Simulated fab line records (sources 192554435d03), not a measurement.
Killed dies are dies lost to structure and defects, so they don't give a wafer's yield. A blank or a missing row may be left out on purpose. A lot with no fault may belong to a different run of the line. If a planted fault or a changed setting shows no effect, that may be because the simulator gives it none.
fab line records	flow n5Finfet
record lots=12	wafers=31	lastDay=17
route steps=1938 shown BEOL_M7@1321 BEOL_M8@1332 PASSIVATION@1936
lots untouched by any fault: they come from a run of this same line in which no faults occurred
startH: start of the lot's first displayed wafer, in hours after the record's first day	waitH: hours elapsed since this lot's preceding step	" as in the row above	L1.1+2: one row covering several wafers at once	- no value, or no start given	* or withheld: withheld	< > ~ a bound
route shown NAME@n: a module of which the file shows steps, and the number in the route of the first	usual: mean and standard deviation over wafers with no fault	same: alike in all rows	chamber/n: place in a boat	sites: readings site by site	_std_site: their standard deviation	_edge_site: inner sites' mean taken away from outer sites' mean	radiusMm: for every site, how far away it sits from the centre of the wafer	mask NAME#n: copy n	behind: the most recent tool/chamber to have shaped the wafer	hold: reason for holding the lot/hours on hold/outcome of the hold	device: transistor that didn't switch, given as n, p or np	end of line: the tests these same wafers got at the end of their route	a step without rows: its recipe alone	killed: dies that structure and defects cost at the first sort, which is not the same as the wafer's yield	map: a wafer's dies, x killed, . not, _ none there
set.NAME: the run value of the setting; set.NAME@STEP: its run value at that earlier step	model.NAME: the simulator's own value behind a step, which no gauge read
a sample of lots followed through the steps of the route, with each step as a table and each wafer as a row
services: when a tool's chamber went out of use (startH, in hours from the record's first day, below 0 if earlier), for how many hours, and the reason
## steps
# step N5_BEOL_M7_SURFACE_TREAT_79
# recipe gas=Ar	timeS=*	ionEnergyEv=*	ionCurrentMaCm2=0.5	pressureMtorr=*	arFlowSccm=30
# usual throttleValvePct=*
lot.wafer	tool	chamber	startH	waitH	throttleValvePct
L279.1	pvdSputter-02	-	205.15	0.3	*
L279.2	"	-	"	"	*
L281.1	pvdSputter-02	-	205.35	0.2	*
L281.3	"	-	"	"	*
L282.2	pvdSputter-01	-	222.67	0.3	*
L282.3	"	-	"	"	*
L282.6	"	-	"	"	*
L283.1	pvdSputter-03	-	226.47	0.2	*
L283.2	"	-	"	"	*
L283.5	"	-	"	"	*
L284.1	pvdSputter-01	-	234.11	1.2	*
L284.5	"	-	"	"	*
L284.6	"	-	"	"	*
L285.1	pvdSputter-03	-	235.20	0.3	*
L285.2	"	-	"	"	*
L285.6	"	-	"	"	*
L286.3	pvdSputter-03	-	241.31	0.2	*
L286.4	"	-	"	"	*
L287.1	pvdSputter-02	-	253.24	0.2	*
L287.3	"	-	"	"	*
L288.4	pvdSputter-01	-	262.80	0.1	*
L288.5	"	-	"	"	*
L288.6	"	-	"	"	*
L290.3	pvdSputter-03	-	265.74	0.2	*
L290.6	"	-	"	"	*
L299.2	pvdSputter-02	-	326.29	0.2	*
L299.3	"	-	"	"	*
L299.5	"	-	"	"	*
L300.4	pvdSputter-03	-	329.04	0.2	*
L300.5	"	-	"	"	*
L300.6	"	-	"	"	*
# step N5_BEOL_M7_CMP_52
# recipe stopOn=SiCOH_lowk	tOverpolishS=6.9	downForcePsi=1	platenRpm=50	clearingPlatenDownForcePsi=1.5	clearingPlatenRpm=50	postCmpClean=cuAlkaline	targetThkNm=80	clearingPlatenPadVelocityMS=0.99484	padVelocityMS=0.99484
# usual barrierFieldEndpointS=29.5/0.78	edgeZonePressureFrac=1.001/0.0045	motorCurrentA=6.7/0.79	overpolishRunS=6.900/0.0092	slurryFilterDpKPa=13.52/0.13	slurryFlowMlMin=150.0/0.48	timeToEndpointS=64/3.6
lot.wafer	tool	chamber	startH	waitH	barrierFieldEndpointS	edgeZonePressureFrac	motorCurrentA	overpolishRunS	slurryFilterDpKPa	slurryFlowMlMin	timeToEndpointS
L279.1	cmp-01	3	206.43	0.3	29.3	1.011	6.4	6.889	13.63	149.3	65
L279.2	"	1	"	"	29.1	0.998	7.3	6.904	13.62	149.3	63
L281.1	cmp-01	1	206.70	0.3	30.4	0.995	7.0	6.898	13.45	150.0	65
L281.3	"	3	"	"	29.8	1.005	6.7	6.895	13.33	150.2	66
L282.2	cmp-03	1	223.89	0.2	28.4	1.007	7.8	6.905	13.57	149.8	58
L282.3	"	2	"	"	29.5	1.003	5.6	6.890	13.41	149.8	62
L282.6	"	1	"	"	28.9	1.002	8.0	6.906	13.59	149.4	56
L283.1	cmp-04	2	227.39	0.3	30.3	1.008	6.5	6.905	13.45	149.9	70
L283.2	"	3	"	"	29.3	0.999	7.3	6.904	13.73	150.1	65
L283.5	"	1	"	"	30.3	0.995	6.1	6.908	13.36	149.4	67
L284.1	cmp-01	2	235.14	0.4	29.4	1.002	6.3	6.907	13.74	149.9	60
L284.6	"	3	"	"	29.7	1.004	6.5	6.908	13.46	150.2	64
L284.5	"	0	"	"	30.7	0.999	7.4	6.901	13.63	149.7	65
L285.1	cmp-01	1	236.28	0.3	29.0	1.002	7.5	6.902	13.33	149.9	60
L285.2	"	2	"	"	28.2	1.004	6.2	6.891	13.43	149.6	60
L285.6	"	0	"	"	29.0	0.999	7.5	6.896	13.59	150.5	61
L286.3	cmp-04	3	242.26	0.2	29.7	1.006	7.4	6.898	13.63	150.7	66
L286.4	"	1	"	"	30.3	1.003	5.8	6.907	13.76	150.0	69
L287.1	cmp-01	3	255.92	0.5	28.4	1.013	6.7	6.904	13.39	150.1	61
L287.3	"	0	"	"	29.7	1.004	7.4	6.916	13.35	150.4	65
L288.4	cmp-04	3	265.23	0.2	29.3	1.004	7.5	6.895	13.54	149.1	63
L288.6	"	1	"	"	30.2	1.000	6.2	6.890	13.57	149.4	66
L288.5	"	2	"	"	30.4	0.994	6.8	6.900	13.59	150.1	67
L290.3	cmp-03	1	266.60	0.2	28.7	0.995	8.2	6.898	13.30	150.4	59
L290.6	"	0	"	"	30.8	0.994	6.0	6.893	13.60	149.9	69
L299.3	cmp-03	3	328.68	0.2	30.9	0.992	5.9	6.897	13.47	150.1	70
L299.2	"	0	"	"	29.7	1.005	6.1	6.895	13.81	150.1	67
L299.5	"	3	"	"	31.5	1.006	5.6	6.893	13.44	150.4	68
L300.4	cmp-03	3	330.15	0.2	30.1	1.003	5.5	6.885	13.65	149.9	68
L300.6	"	1	"	"	28.5	1.000	7.3	6.892	13.63	149.9	61
L300.5	"	2	"	"	28.7	1.002	5.4	6.896	13.46	150.5	65
# step N5_BEOL_M8_ILD_DEP_00
# recipe material=SiCOH_lowk	targetThkA=1797.5	tempC=300	precursor=DEMS/porogen	pressureTorr=5	rfW=500	timeS=33.4
# usual heaterPowerW=299/73	showerheadPlenumPTorr=5.740/0.013	throttleValvePct=13.8/0.75
lot.wafer	tool	chamber	startH	waitH	heaterPowerW	showerheadPlenumPTorr	throttleValvePct
L279.1	pecvd-04	2	206.95	0.0	241	5.752	13.8
L279.2	"	0	"	"	325	5.726	13.6
L281.1	pecvd-02	2	207.19	0.0	316	5.775	14.0
L281.3	"	1	"	"	253	5.762	14.2
L282.2	pecvd-02	2	224.37	0.0	311	5.741	13.6
L282.3	"	1	"	"	199	5.741	14.5
L282.6	"	0	"	"	288	5.721	14.5
L283.1	pecvd-02	0	227.85	0.0	275	5.716	14.7
L283.2	"	2	"	"	323	5.764	13.7
L283.5	"	2	"	"	314	5.746	13.8
L284.1	pecvd-01	1	235.52	0.0	191	5.730	14.5
L284.5	"	2	"	"	355	5.755	13.0
L284.6	"	0	"	"	445	5.741	12.7
L285.1	pecvd-01	2	236.73	0.0	333	5.751	12.8
L285.2	"	0	"	"	408	5.736	12.7
L285.6	"	0	"	"	400	5.755	12.8
L286.3	pecvd-02	0	242.74	0.0	278	5.735	14.5
L286.4	"	1	"	"	198	5.741	14.5
L287.1	pecvd-01	1	256.41	0.0	231	5.743	14.3
L287.3	"	0	"	"	453	5.752	12.9
L288.4	pecvd-01	1	265.69	0.1	211	5.741	14.7
L288.5	"	2	"	"	335	5.757	12.9
L288.6	"	0	"	"	433	5.741	12.8
L290.3	pecvd-02	0	267.05	0.0	273	5.718	14.7
L290.6	"	1	"	"	228	5.738	14.4
L299.2	pecvd-02	2	329.17	0.0	313	5.740	14.3
L299.3	"	1	"	"	238	5.741	14.7
L299.5	"	0	"	"	251	5.725	14.3
L300.4	pecvd-01	2	330.58	0.1	320	5.736	13.1
L300.5	"	1	"	"	232	5.738	14.7
L300.6	"	0	"	"	405	5.752	12.7
# step N5_BEOL_M8_COAT_59
# recipe resist=SOC	tempC=250	timeS=60	spinRpm=1500	resistThkNm=100
# usual spinSpeedRpm=1500.3/1.2
lot.wafer	tool	chamber	startH	waitH	spinSpeedRpm
L279.1	lithoTrack-02	0	209.05	0.1	1499.5
L279.2	"	0	"	"	1499.3
L281.1	lithoTrack-02	0	209.15	0.1	1500.8
L281.3	"	0	"	"	1501.0
L282.2	lithoTrack-03	0	226.00	0.1	1503.4
L282.3	"	0	"	"	1501.6
L282.6	"	0	"	"	1500.4
L283.1	lithoTrack-04	0	229.74	0.1	1500.0
L283.2	"	0	"	"	1500.4
L283.5	"	0	"	"	1501.2
L284.1	lithoTrack-04	0	238.16	0.1	1500.3
L284.5	"	0	"	"	1500.6
L284.6	"	0	"	"	1500.9
L285.1	lithoTrack-03	0	238.31	0.1	1500.8
L285.2	"	0	"	"	1500.1
L285.6	"	0	"	"	1499.0
L286.3	lithoTrack-02	0	244.85	0.1	1501.4
L286.4	"	0	"	"	1500.7
L287.1	lithoTrack-02	0	259.07	0.1	1499.9
L287.3	"	0	"	"	1499.9
L288.4	lithoTrack-04	0	267.26	0.1	1500.4
L288.5	"	0	"	"	1500.2
L288.6	"	0	"	"	1500.9
L290.3	lithoTrack-04	0	269.12	0.1	1499.2
L290.6	"	0	"	"	1497.8
L299.2	lithoTrack-04	0	331.99	0.1	1412.9
L299.3	"	0	"	"	1414.5
L299.5	"	0	"	"	1412.3
L300.4	lithoTrack-04	0	332.36	0.1	1414.4
L300.5	"	0	"	"	1415.0
L300.6	"	0	"	"	1414.0
# step N5_PASSIVATION_PROBE_49
# usual defectLimitedYield=91.2/1.5	killed_at_M0_to_M3=36/10	killed_at_M4_up=13/6	killedAtContacts=11/5.2	killedAtFrontEnd=40/11	killedAtOther=3.1/2.9	killedDies=104/17	killedOpen=66/12	killedShort=34/7.7	sort_bin_5_function=5.1/0.91	sort_bin_6_memory=3.2/0.67	sortNPass=1076/17	sortYieldPct=91.2/1.5
# same grossDies=1180	killedAtBackSide=0	sort_bin_4_leakage[%]=0	sort_bin_8_speed[%]=0
lot.wafer	tool	chamber	startH	waitH	defectLimitedYield[%]	killed_at_M0_to_M3	killed_at_M4_up	killedAtContacts	killedAtFrontEnd	killedAtOther	killedDies	killedOpen	killedShort	sort_bin_5_function[%]	sort_bin_6_memory[%]	sortNPass	sortYieldPct[%]
L285.1	prober-02	-	302.56	0.0	88.6	46	12	16	51	9	134	76	52	6.4	4.2	1046	88.6
L285.2	prober-02	-	302.61	0.1	91.0	32	11	22	38	3	106	69	34	5.7	3.2	1074	91.0
L285.6	prober-02	-	302.81	0.3	90.7	42	15	10	43	0	110	65	42	5.2	3.7	1070	90.7
L284.1	prober-02	-	306.24	0.0	89.6	40	17	5	53	8	123	59	47	5.3	3.9	1057	89.6
L284.5	prober-02	-	306.44	0.2	88.0	43	17	4	74	4	142	94	38	6.9	4.3	1038	88.0
L284.6	prober-02	-	306.49	0.3	89.3	65	7	7	46	1	126	69	53	6.1	4.3	1054	89.3
L287.1	prober-02	-	327.20	0.1	91.4	35	17	12	34	4	102	64	35	4.7	3.6	1078	91.4
L287.3	prober-02	-	327.30	0.2	91.9	38	10	7	38	2	95	58	35	4.7	3.1	1085	91.9
L288.4	prober-02	-	348.82	0.2	90.7	41	8	8	52	1	110	63	46	6.0	2.9	1070	90.7
L288.5	prober-02	-	348.87	0.2	91.0	34	15	16	35	6	106	61	33	4.9	3.3	1074	91.0
L288.6	prober-02	-	348.92	0.3	91.4	45	18	9	25	5	102	73	28	5.0	3.4	1078	91.4
L300.4	prober-02	-	403.17	0.2	90.8	33	33	7	36	0	109	77	31	5.1	4.1	1071	90.8
L300.5	prober-02	-	403.22	0.2	93.8	25	10	7	31	0	73	48	25	3.9	2.2	1107	93.8
L300.6	prober-02	-	403.27	0.3	91.2	34	18	8	44	0	104	71	24	4.9	2.7	1076	91.2
L299.2	prober-01	-	403.92	0.1	88.7	38	25	20	50	0	133	91	38	7.0	4.0	1047	88.7
L299.3	prober-01	-	403.97	0.1	90.3	35	7	14	55	3	114	60	39	5.3	2.9	1066	90.3
L299.5	prober-01	-	404.07	0.2	90.8	32	21	2	49	5	109	73	32	5.1	3.9	1071	90.8
# killed by level:class
L285.1 BEOL_M0_SAQP:geometricParticle:short=16 BEOL_M0_SAQP:geometricParticle:open=11 FIN_SAQP:geometricParticle:short=10 STI_FIN_REVEAL:geometricParticle:open=10 MOL_CONTACT_COAG:geometricParticle:open=9 GATE_CUT:geometricParticle:short=8 BEOL_M0:geometricParticle:open=7 DUMMY_GATE:geometricParticle:open=6
L285.2 MOL_CONTACT_COAG:geometricParticle:open=20 FIN_SAQP:geometricParticle:short=10 STI_FIN_REVEAL:geometricParticle:open=9 BEOL_M2:geometricParticle:open=7 BEOL_M0_SAQP:geometricParticle:open=7 BEOL_M0_SAQP:geometricParticle:short=7 STI_FIN_REVEAL:geometricParticle:short=3 DUMMY_GATE:geometricParticle:short=3
L285.6 FIN_SAQP:geometricParticle:short=12 BEOL_M0_SAQP:geometricParticle:short=11 MOL_CONTACT_COAG:geometricParticle:open=10 BEOL_M0_SAQP:geometricParticle:open=9 BEOL_M1:geometricParticle:open=8 STI_FIN_REVEAL:geometricParticle:open=6 BEOL_M3:geometricParticle:open=6 BEOL_M4:geometricParticle:open=5
L284.1 BEOL_M0_SAQP:geometricParticle:open=14 BEOL_M0_SAQP:geometricParticle:short=14 HKMG_FIN:areaEtch=9 GATE_CUT:geometricParticle:short=8 FIN_SAQP:geometricParticle:short=7 FIN_SAQP:geometricParticle:open=6 GATE_CUT:geometricParticle:open=6 BEOL_M4:geometricParticle:open=5
L284.5 FIN_SAQP:geometricParticle:open=27 BEOL_M0:geometricParticle:open=12 FIN_SAQP:geometricParticle:short=10 GATE_CUT:geometricParticle:open=8 BEOL_M0_SAQP:geometricParticle:open=8 BEOL_M3:geometricParticle:open=8 HKMG_FIN:areaEtch=8 BEOL_M0_SAQP:geometricParticle:short=6
L284.6 BEOL_M0_SAQP:geometricParticle:open=26 BEOL_M0_SAQP:geometricParticle:short=23 FIN_SAQP:geometricParticle:short=9 FIN_SAQP:geometricParticle:open=7 DUMMY_GATE:geometricParticle:open=5 MOL_CONTACT_COAG:geometricParticle:open=5 STARTING-WAFER:geometricParticle:open=4 BEOL_M0:geometricParticle:open=4
L287.1 STI_FIN_REVEAL:geometricParticle:open=16 MOL_CONTACT_COAG:geometricParticle:open=10 BEOL_M0_SAQP:geometricParticle:short=9 BEOL_M1:geometricParticle:open=7 BEOL_M0_SAQP:geometricParticle:open=5 BEOL_M2:geometricParticle:open=5 BEOL_M4:geometricParticle:open=5 BEOL_M1:geometricParticle:short=4
L287.3 BEOL_M0_SAQP:geometricParticle:open=11 ILD0:geometricParticle:open=9 BEOL_M1:geometricParticle:open=9 BEOL_M0_SAQP:geometricParticle:short=7 DUMMY_GATE:geometricParticle:open=5 ILD0:geometricParticle:short=5 MOL_CONTACT_COAG:geometricParticle:open=5 BEOL_M2:geometricParticle:short=5
L288.4 FIN_SAQP:geometricParticle:short=17 FIN_SAQP:geometricParticle:open=14 BEOL_M0_SAQP:geometricParticle:short=11 BEOL_M0_SAQP:geometricParticle:open=9 BEOL_M2:geometricParticle:open=8 MOL_CONTACT_COAG:geometricParticle:open=7 BEOL_M1:geometricParticle:open=7 STARTING-WAFER:geometricParticle:short=6
L288.5 MOL_CONTACT_COAG:geometricParticle:open=14 BEOL_M0_SAQP:geometricParticle:short=10 BEOL_M3:geometricParticle:open=8 FIN_SAQP:geometricParticle:short=7 BEOL_M1:geometricParticle:open=7 BEOL_M0_SAQP:geometricParticle:open=7 HKMG_FIN:areaEtch=7 FIN_SAQP:geometricParticle:open=4
L288.6 BEOL_M0_SAQP:geometricParticle:open=12 BEOL_M0_SAQP:geometricParticle:short=10 BEOL_M3:geometricParticle:open=10 BEOL_M4:geometricParticle:open=10 FIN_SAQP:geometricParticle:open=7 MOL_CONTACT_COAG:geometricParticle:open=6 STI_FIN_REVEAL:geometricParticle:open=5 BEOL_M1:geometricParticle:open=4
L300.4 BEOL_M4:geometricParticle:open=21 BEOL_M0_SAQP:geometricParticle:open=9 FIN_SAQP:geometricParticle:open=8 GATE_CUT:geometricParticle:short=6 BEOL_M1:geometricParticle:open=6 STI_FIN_REVEAL:geometricParticle:open=5 MOL_CONTACT_COAG:geometricParticle:open=5 BEOL_M2:geometricParticle:open=5
L300.5 FIN_SAQP:geometricParticle:short=9 FIN_SAQP:geometricParticle:open=6 BEOL_M0_SAQP:geometricParticle:open=6 MOL_CONTACT_COAG:geometricParticle:open=5 BEOL_M4:geometricParticle:open=5 BEOL_M3:geometricParticle:open=5 BEOL_M0_SAQP:geometricParticle:short=4 BEOL_M1:geometricParticle:open=4
L300.6 FIN_SAQP:geometricParticle:open=14 BEOL_M3:geometricParticle:open=11 BEOL_M4:geometricParticle:open=10 HKMG_FIN:areaEtch=9 MOL_CONTACT_COAG:geometricParticle:open=8 BEOL_M0_SAQP:geometricParticle:open=8 FIN_SAQP:geometricParticle:short=7 BEOL_M0_SAQP:geometricParticle:short=6
L299.2 FIN_SAQP:geometricParticle:open=13 BEOL_M4:geometricParticle:open=13 MOL_CONTACT_COAG:geometricParticle:open=12 BEOL_M1:geometricParticle:open=12 FIN_SAQP:geometricParticle:short=11 MOL_CONTACT_COAG:geometricParticle:short=7 BEOL_M0_SAQP:geometricParticle:open=6 SPACER0:geometricParticle:open=5
L299.3 FIN_SAQP:geometricParticle:short=14 BEOL_M0_SAQP:geometricParticle:open=13 HKMG_FIN:areaEtch=12 FIN_SAQP:geometricParticle:open=9 MOL_CONTACT_COAG:geometricParticle:open=9 MOL_CONTACT_COAG:geometricParticle:short=5 BEOL_M2:geometricParticle:open=4 BEOL_M0_SAQP:geometricParticle:short=4
L299.5 FIN_SAQP:geometricParticle:open=19 FIN_SAQP:geometricParticle:short=12 BEOL_M0_SAQP:geometricParticle:open=9 BEOL_M4:geometricParticle:open=9 BEOL_M0_SAQP:geometricParticle:short=5 BEOL_M1:geometricParticle:open=5 BEOL_M4:geometricParticle:short=5 BEOL_M3:geometricParticle:open=4
## services
tool	chamber	startH	hours	kind
pecvd-04	2	181.58	5.5	scheduledDown
pecvd-04	-	186.89	6.0	pm
cmp-03	-	189.04	0.4	repair
cmp-03	-	195.48	1.7	repair
pecvd-04	1	198.86	14.1	repair
cmp-01	-	204.15	0.5	repair
pecvd-04	2	217.99	6.7	repair
pecvd-01	1	218.87	5.0	scheduledDown
cmp-03	-	235.56	1.1	repair
cmp-03	-	243.89	5.3	pm
pecvd-04	2	246.07	5.5	scheduledDown
pecvd-04	2	251.58	-	clean
pecvd-04	2	251.58	-	consumableReplace:showerhead
cmp-01	-	257.60	4.0	pm
cmp-01	-	261.60	-	consumableReplace:conditioner
cmp-01	-	261.60	-	consumableReplace:pad
pvdSputter-01	-	265.60	4.9	repair
cmp-01	-	294.79	0.3	repair
cmp-04	-	301.90	1.0	repair
pvdSputter-02	-	306.05	1.9	repair
cmp-04	-	309.92	4.0	pm
cmp-04	-	313.92	-	consumableReplace:conditioner
cmp-04	-	313.92	-	consumableReplace:pad
pecvd-01	-	318.31	6.0	pm
## key
firstSign step=N5_BEOL_M8_COAT_59	reading=spinSpeedRpm	direction=down	sigmas=73	usual=*	struck=*
effect none on later readings
metAt N5_BEOL_M8_COAT_59
struckLots L299,L300
baselineLoss step=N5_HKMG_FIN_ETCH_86	wafers=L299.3
notActingAt N5_BEOL_M7_SURFACE_TREAT_79,N5_BEOL_M7_CMP_52,N5_BEOL_M8_ILD_DEP_00
onsetBetween 269.12 331.99
fault kind=processParameterDrift	tool=lithoTrack-04	chamber=-	onsetH=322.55	steps=N5_BEOL_M8_COAT_59	channel=spinRpm	offset=*	shape=step	endH=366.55	actsIn=*	stated=*
# baselineLoss: these wafers lose ten dies or more at that step, a loss of the line's own and not of a fault; the sort's usual values leave them out
